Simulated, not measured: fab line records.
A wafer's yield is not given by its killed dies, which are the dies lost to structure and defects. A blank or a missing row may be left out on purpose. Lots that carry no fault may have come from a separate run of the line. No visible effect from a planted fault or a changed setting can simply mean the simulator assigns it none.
Chamber matching :: flow nand-harc :: NHARC_A_STAIRCASE_DEP_259 on pecvd-02 has 3 sister chambers
The step deposits SiON, target thk 30 nm. 3 wafers are shown with their chamber, then 8 later ones without.

EACH WAFER AND ITS CHAMBER
wafer: L738.3
chamber: 1
heater-power-w (W): 612

wafer: L738.6
chamber: 2
heater-power-w (W): 976

wafer: L740.1
chamber: 0
heater-power-w (W): 746

WAFERS WHOSE CHAMBER IS MISSING
wafer: L740.4
heater-power-w (W): 687

wafer: L740.5
heater-power-w (W): 966

wafer: L742.2
heater-power-w (W): 696

wafer: L742.3
heater-power-w (W): 741

wafer: L742.4
heater-power-w (W): 703

wafer: L743.1
heater-power-w (W): 768

wafer: L743.2
heater-power-w (W): 919

wafer: L743.4
heater-power-w (W): 712

EACH ONE'S CHAMBER
wafer: L740.4
from the rows above: can't be placed: 0 or 1
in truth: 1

wafer: L740.5
from the rows above: 2
in truth: 2

wafer: L742.2
from the rows above: can't be placed: 0 or 1
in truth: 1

wafer: L742.3
from the rows above: 0
in truth: 0

wafer: L742.4
from the rows above: can't be placed: 0 or 1
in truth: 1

wafer: L743.1
from the rows above: 0
in truth: 0

wafer: L743.2
from the rows above: 2
in truth: 2

wafer: L743.4
from the rows above: can't be placed: 0 or 1
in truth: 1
Correct placement for 4 of the 8. These rows do not allow placing 4 (true chamber among the candidates in 4). Number placed wrongly: 0.
How it was worked out, from the rows above alone: a wafer's distance from a chamber is the root of the sum, over the readings, of the square of ((its reading less the chamber's mean) divided by the reading's scatter). If the next closest chamber is less than 2 further off than the closest, the wafer can't be placed; otherwise it belongs to the closest. Each chamber's mean is taken over the wafers shown for it. The scatter (one wafer shown for each chamber): square how far every hidden wafer sits from the nearest shown wafer, average those squares and take the square root.
